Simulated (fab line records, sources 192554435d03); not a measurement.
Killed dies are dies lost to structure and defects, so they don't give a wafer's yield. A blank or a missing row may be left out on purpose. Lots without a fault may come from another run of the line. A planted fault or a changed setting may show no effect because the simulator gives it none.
fab line records | flow n5_finfet
record lots=3 wafers=9 last_day=15
route steps=1938 shown BEOL_M7@1290 PASSIVATION@1936
lots that met no fault: from a run of the same line without faults
start_h: hours from the record's first day to the start of the lot's first wafer shown | wait_h: hours since the lot's step before | " the same as in the row above | L1.1+2: a row that stands for several wafers | - no value, or no start given | * or withheld: withheld | < > ~ a bound
route shown NAME@n: a module of which the file shows steps, and the number in the route of the first | usual: mean/standard deviation of fault-free wafers | same: alike in all rows | chamber/n: place in a boat | sites: the reading at each site | _std_site: their standard deviation | _edge_site: outer sites' mean less inner sites' | radius_mm: how far each site lies from the wafer's centre | mask NAME#n: copy n | behind: the tool/chamber that last shaped the wafer | hold: why the lot was held/for how many hours/how that ended | device: the transistor (n, p or np) that didn't switch | end of line: the same wafers' tests at the end of the route | a step without rows: its recipe alone | killed: dies lost to structure and defects at the first sort, not the wafer's yield | map: a wafer's dies, x killed, . not, _ none there
set.NAME: the setting as run; set.NAME@STEP: as run at that earlier step | model.NAME: the simulator's own value behind a step, which no gauge read
lots at some steps of the route; a table a step, a row a wafer
services: from which hour (start_h, from the record's first day; less than 0 if before it) a tool's chamber was out of use, for how many hours, and why
## steps
# step N5_BEOL_M7_COAT_22
# recipe resist=CAR-EUV spin_rpm=1500 resist_thk_nm=30
# step N5_BEOL_M7_EBR_24
# recipe solvent=PGMEA ebr_width_mm=1.5
# step N5_BEOL_M7_SOFTBAKE_23
# recipe temp_c=110 time_s=60 resist=CAR-EUV
# step N5_BEOL_M7_EXPOSE_25
# recipe mask_id=V6 na=0.33 source_shape=annular sigma_inner=0.4 sigma_outer=0.8 polarization=unpolarized target_cd_nm=40 dose_mj=42.5
# step N5_BEOL_M7_PEB_26
# recipe peb_temp_c=100 peb_time_s=60 resist=CAR-EUV
# step N5_BEOL_M7_DEVELOP_27
# recipe develop_time_s=30 developer=TMAH resist=CAR-EUV rinse_liquid=surfactant_rinse dry=air_spin dev_temp_c=23
# step N5_BEOL_M7_DESCUM_33
# recipe chemistry=O2 time_s=7 source_power_w=50 bias_power_w=20 pressure_mtorr=20 rf_frequency_hz=2.712e+07 temp_c=40 resist=CAR-EUV o2_flow_sccm=225
# step N5_BEOL_M7_ETCH_72
# recipe chemistry=N2/H2 target=underlayer target_depth_a=65 mask_material=CAR-EUV time_s=5.2 ion_energy_ev=200 pressure_mtorr=30 source_w=840 bias_w=150 n2_flow_sccm=200 h2_flow_sccm=200 ends=cleared
# step N5_BEOL_M7_ETCH_65
# recipe chemistry=CF4 target=SiARC target_depth_a=156 mask_material=CAR-EUV time_s=26 ion_energy_ev=80 pressure_mtorr=40 source_w=545 bias_w=36 Ar_flow_sccm=100 cf4_flow_sccm=100 ends=cleared
# step N5_BEOL_M7_ETCH_66
# recipe chemistry=N2/H2 target=SOC target_depth_a=800 overetch_a=160 mask_material=SiARC temp_c=40 time_s=120 ion_energy_ev=200 pressure_mtorr=30 source_w=840 bias_w=150 n2_flow_sccm=200 h2_flow_sccm=200
# usual bias_w=150.0/0.42 drypump_motor_current_A=5.8/0.54 oes_product_au=0.61/0.074 rf_vpp_V=524.5/2 showerhead_plenum_p_Torr=2.57/0.069 throttle_valve_pct=17.84/0.21
# columns lot.wafer tool chamber start_h wait_h bias_w drypump_motor_current_A oes_product_au rf_hours_counter_h rf_vpp_V showerhead_plenum_p_Torr throttle_valve_pct
L825.2 rie_diel-05 1 192.47 0.0 150.3 5.4 0.54 248 525.6 2.60 17.90
L825.5 " 0 " " 150.1 6.6 0.58 - 521.2 2.45 17.62
L825.6 " 1 " " 150.1 5.4 0.53 - 525.6 2.60 17.91
L830.1 rie_diel-03 0 245.56 0.0 149.5 5.9 0.69 34 522.7 2.49 17.88
L830.3 " 1 " " 150.2 5.3 0.55 199 522.2 2.50 18.04
L830.6 " 1 " " 150.0 5.4 0.55 - 522.5 2.50 18.06
L838.1 rie_diel-03 2 288.23 0.0 150.1 6.0 0.69 36 525.5 2.60 17.89
L838.3 " 0 " " 149.8 5.9 0.68 45 521.4 2.49 17.89
L838.5 " 2 " " 150.2 6.0 0.69 - 525.8 2.60 17.87
# step N5_BEOL_M7_STRIP_69
# recipe chemistry=N2/H2 temp_c=40 n2_flow_sccm=200 h2_flow_sccm=200 rf_frequency_hz=6e+07
# step N5_BEOL_M7_STRIP_73
# recipe chemistry=N2/H2 temp_c=40 n2_flow_sccm=200 h2_flow_sccm=200 rf_frequency_hz=6e+07
# step N5_BEOL_M7_VIA_ETCH_34
# recipe chemistry=C4F6/O2 target=SiCOH_lowk target_depth_a=1255 mask_material=SOC taper_deg=4 time_s=50.5 ion_energy_ev=250 pressure_mtorr=30 source_w=345 bias_w=185 Ar_flow_sccm=300 C4F6_flow_sccm=10 O2_flow_sccm=10
# step N5_BEOL_M7_STRIP_76
# recipe chemistry=C4F6/O2 resist=SiARC rf_frequency_hz=6e+07
# step N5_BEOL_M7_STRIP_36
# recipe chemistry=N2/H2 power_w=450 temp_c=40 pressure_mtorr=20 rf_frequency_hz=6e+07 overash_fraction=0.3 bias_power_w=7 h2_frac=0.5 n2_flow_sccm=200 h2_flow_sccm=200
# step N5_BEOL_M7_TRENCH_ETCH_37
# recipe chemistry=C4F6/O2 target_depth_a=934.78 target=SiCOH_lowk time_s=31.2 ion_energy_ev=250 pressure_mtorr=30 source_w=345 bias_w=185 Ar_flow_sccm=300 C4F6_flow_sccm=10 O2_flow_sccm=10
# step N5_BEOL_M7_ETCH_41
# recipe chemistry=CH3F/O2 target=SiCN target_depth_a=319 taper_deg=2 time_s=57.8 ion_energy_ev=120 mask_material=TiN pressure_mtorr=30 source_w=395 bias_w=75 Ar_flow_sccm=150 CH3F_flow_sccm=30 O2_flow_sccm=20
# step N5_BEOL_M7_STRIP_80
# recipe chemistry=N2/H2 time_s=10 power_w=450 temp_c=40 pressure_mtorr=20 rf_frequency_hz=6e+07 bias_power_w=7 n2_flow_sccm=200 h2_flow_sccm=200
# step N5_BEOL_M7_HM_STRIP_39
# recipe chemistry=peroxide_tin_strip material=TiN target_depth_a=250 temp_c=50 time_s=158
# step N5_BEOL_M7_SRD_40
# recipe time_s=30 temp_c=23 rinse_liquid=diw dry=ipa_marangoni
# step N5_BEOL_M7_PRECLEAN_42
# recipe chemistry=residue_remover time_s=60 temp_c=40
# step N5_BEOL_M7_SRD_43
# recipe time_s=30 temp_c=23 rinse_liquid=diw dry=ipa_marangoni
# step N5_BEOL_M7_CURE_75
# recipe temp_c=370 time_s=120 ambient=DMADMS/He material=SiCOH_lowk
# step N5_BEOL_M7_DEGAS_44
# recipe ambient=vacuum temp_c=250 time_s=60
# step N5_BEOL_M7_PRE_CLEAN_45
# recipe gas=H2/He time_s=30 temp_c=250
# step N5_BEOL_M7_ALD_77
# recipe material=TaN target_thk_a=20 temp_c=275 ald_precursor_family=PDMAT ald_co_reactant=NH3 pressure_torr=3 carrier_flow_sccm=1500 pulse_time_s=2 purge_time_s=3 co_reactant_purge_time_s=2 co_reactant_pulse_time_s=3 ald_cycles=40 precursor_vessel_temp_c=75 precursor_vessel_pressure_torr=26.25 precursor_vessel_carrier_sccm=1000
# step N5_BEOL_M7_SURFACE_TREAT_79
# recipe gas=Ar time_s=* ion_energy_ev=* ion_current_ma_cm2=0.5 pressure_mtorr=* ar_flow_sccm=30
# step N5_BEOL_M7_CVD_78
# recipe material=Co target_thk_a=20 temp_c=withheld precursor=CCTBA/H2 pressure_torr=30 time_s=142.3
# step N5_BEOL_M7_SPUTTER_48
# recipe material=Cu target_thk_a=100 temp_c=-20 bias_v=60 power_w=26000 chamber_pressure_pa=0.13 time_s=1.667
# step N5_BEOL_M7_ECD_50
# recipe material=Cu target_thk_a=3000
# step N5_BEOL_M7_ANNEAL_51
# recipe temp_c=225 time_s=90 ambient=N2
# step N5_BEOL_M7_CMP_52
# recipe stop_on=SiCOH_lowk t_overpolish_s=6.9 down_force_psi=1 platen_rpm=50 clearing_platen_down_force_psi=1.5 clearing_platen_rpm=50 post_cmp_clean=cu_alkaline target_thk_nm=80 clearing_platen_pad_velocity_m_s=0.99484 pad_velocity_m_s=0.99484
# step N5_BEOL_M7_PRE_CLEAN_55
# recipe gas=NH3 time_s=15 temp_c=withheld rf_power_w=300
# step N5_BEOL_M7_DEP_56
# recipe material=SiCN target_thk_a=100 temp_c=withheld precursor=3MS/NH3 pressure_torr=3 rf_w=202 time_s=17.5
# step N5_PASSIVATION_PROBE_49
# usual defect_limited_yield=91.1/1.4 killed_at_M0_to_M3=34/9.7 killed_at_M4_up=13/5.1 killed_at_contacts=14/6.3 killed_at_front_end=40/11 killed_at_other=3.5/2.7 killed_dies=105/16 killed_open=70/12 killed_short=34/7.8 sort_bin_5_function=5.2/0.88 sort_bin_6_memory=3.3/0.7 sort_bin_8_speed=0.1/0.62 sort_n_pass=1074/17 sort_yield_pct=91.0/1.5
# same gross_dies=1180 killed_at_back_side=0 sort_bin_4_leakage[%]=0
# columns lot.wafer tool chamber start_h wait_h defect_limited_yield[%] killed_at_M0_to_M3 killed_at_M4_up killed_at_contacts killed_at_front_end killed_at_other killed_dies killed_open killed_short sort_bin_5_function[%] sort_bin_6_memory[%] sort_bin_8_speed[%] sort_n_pass sort_yield_pct[%]
L838.3 prober-01 - 369.23 0.1 79.2 30 149 15 47 5 246 63 47 12.5 4.6 0 934 79.2
# killed by level:class
L838.3 BEOL_M7:unspecified=135 FIN_SAQP:geometric_particle:short=16 MOL_CONTACT_COAG:geometric_particle:open=10 BEOL_M0_SAQP:geometric_particle:open=9 BEOL_M0_SAQP:geometric_particle:short=8 GATE_CUT:geometric_particle:open=7 STARTING-WAFER:geometric_particle:short=6 BEOL_M3:geometric_particle:open=5
# map L838.3 (x killed, . not)
_________________.......x...x________________
______________.................._____________
___________................x.......__________
__________x............x......x...x._________
________.x....................x.x....._______
_______.........x...xx.x.x.............______
______.x.....x.....x...x...xx.....x....._____
_____.......x..............x......x......____
____......................................___
___.x...x.................x................__
___.......x..............x.........xx....x.__
__..............x...xxxx..x.x.....x........._
__x........x.......xxxxxxxx.x......x....x..._
_...x.............xxxxxxxxxxx.........x.....x
_.............x..xxxxxxxxxxxxx.x........x....
_.......x......x.xxxxxxxxxxxxxx....x...x.....
_...x.x..x......xxxxxxxxxxxxxx.......x.......
_x...........x..xxxxxxxxxxxxxxxx........x....
_.........x..x...xxxxxxxxxxxx......x........x
_...xx..........xxxxxxxxxxxxxx...............
_.........x.x.....xxxxxxxxxx....x.x........x.
__.....x.........x.xxxxxxxxx................_
__..x.......x.....xx.x.xx.x...x.........x.x._
___...............x.........x.....x........__
___.xx.x...x..x........x.x....x...........x__
____........xx..............x......x......___
_____....x............x.............x.xx.____
______...........x..x....x.x.....x......_____
_______.................x....x..x.....x______
________....x.......x....x..........x._______
__________.................x........_________
___________........................__________
______________....x........xx..._____________
_________________............________________
# map L830.3 (x killed, . not)
_________________.....x.x..x.________________
______________.x...............x_____________
___________.......................x__________
__________.........xx.......x..x..x._________
________...............x.............._______
_______............x..xx.x.............______
______........x..x................x...x._____
_____..xx................x.........x.....____
____..x.......................x....x......___
___............................x..x..x..x..__
___.................x..........x....x......__
__.x....................x..................._
__....................x..............x......_
_xx.......x..................................
_....x...x..........x.......x.x........x.....
_........x...................................
_......x........x............................
_.............................x..x.xx........
_.....................x.....x.x..............
_.x.................................x.x......
_................x.x...................x.x...
__......................x..................._
__.......x...................x...xx....x...._
___...x........x....x...x.....x..x..x......__
___....x..x.x....x....x..x.................__
____......................................___
_____......x...x..x......................____
______.................................._____
_______............x......xx...........______
________.x...x.....................x.._______
__________.........x................_________
___________...x........xx..........__________
______________.................._____________
_________________.........x.x________________
## services
# columns tool chamber start_h hours kind
rie_diel-05 1 196.49 - clean
rie_diel-05 1 196.49 - consumable_replace:focus_ring
rie_diel-05 1 196.49 20.2 scheduled_down
rie_diel-05 1 196.49 20.2 vent_cycle
## key
first_sign step=N5_PASSIVATION_PROBE_49 reading=killed_at_M4_up direction=up sigmas=27 usual=13 struck=149
effect step=N5_PASSIVATION_PROBE_49 reading=defect_limited_yield direction=down sigmas=8.7 usual=91.1 struck=79.2
more_kills_born_at N5_BEOL_M7_ETCH_66@rie_diel-03=135
met_at N5_BEOL_M7_ETCH_66
struck_wafers L838.3
onset_between 245.56 288.23
fault kind=chamber_particle_source tool=rie_diel-03 chamber=0 onset_h=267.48 steps=N5_BEOL_M7_ETCH_66 rate_per_visit_cm2=1.242 end_h=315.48
